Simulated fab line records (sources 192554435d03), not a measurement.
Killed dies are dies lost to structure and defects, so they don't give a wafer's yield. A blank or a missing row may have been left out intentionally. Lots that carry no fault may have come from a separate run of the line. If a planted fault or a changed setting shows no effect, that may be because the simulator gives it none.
Matching of chambers -- flow n5Finfet -- N5_BEOL_M0_ETCH_138 on rieDiel-03: 4 sister chambers
The step etches SiCN in CH3F/O2, target depth 12 nm, time 31.6 s. 18 wafers are shown with their chamber, then 9 later ones without.

## EACH WAFER AND ITS CHAMBER
wafer,chamber,drypumpMotorCurrentA (A),throttleValvePct (%),showerheadPlenumPTorr (Torr)
L074.1,2,6.3,16.4,1.99
L074.4,1,5.8,16.2,2.02
L074.6,3,5.1,16.3,2.01
L075.2,1,5.8,16.2,2.02
L075.4,2,6.2,16.4,1.99
L075.5,3,5.1,16.3,2.01
L077.1,3,5.1,16.3,2.01
L077.2,2,6.3,16.4,1.98
L077.4,0,5.3,16.9,2.07
L085.2,0,5.3,16.9,2.07
L085.4,1,5.8,16.2,2.01
L085.6,0,5.3,16.9,2.07
L086.1,2,6.3,16.4,1.98
L086.2,3,5.1,16.4,2.00
L086.3,0,5.3,16.9,2.07
L088.1,1,5.7,16.2,2.01
L088.4,3,5.1,16.4,2.00
L088.5,1,5.8,16.2,2.01

SIGNATURES (means of the wafers above)
reading,chamber 0,chamber 1,chamber 2,chamber 3,scatter within a chamber
drypumpMotorCurrentA,5.300,5.780,6.275,5.100,0.0333
throttleValvePct,16.900,16.200,16.400,16.340,0.0293
showerheadPlenumPTorr,2.0700,2.0140,1.9850,2.0060,0.00493
Rule: a wafer lies at a distance from a chamber equal to the root of the sum of squares, over the readings, of (its reading less the chamber's mean, divided by the reading's scatter). If the next closest chamber is less than 2 further off than the closest, the wafer can't be placed; otherwise it belongs to the closest. How the scatter is found: for the shown wafers, subtract from each reading the mean of its chamber, square and add these, divide the total by (wafers less chambers), then take the root.

## WAFERS WITH NO CHAMBER GIVEN
wafer,drypumpMotorCurrentA (A),throttleValvePct (%),showerheadPlenumPTorr (Torr)
L089.1,5.8,16.2,2.01
L089.4,6.3,16.4,1.98
L089.6,5.8,16.2,2.01
L092.2,5.3,16.4,2.07
L092.4,5.1,16.4,1.99
L092.5,5.1,16.4,1.99
L094.4,6.3,16.5,1.97
L094.5,5.1,16.4,1.99
L094.6,6.3,16.5,1.97

## CHAMBER TAKEN BY EACH
wafer,from the rows above,in truth
L089.1,1,1
L089.4,2,2
L089.6,1,1
L092.2,3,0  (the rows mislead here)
L092.4,3,3
L092.5,3,3
L094.4,2,2
L094.5,3,3
L094.6,2,2
Placed correctly: 8 of 9. Not placeable from these rows: 0. 1 placed wrongly.
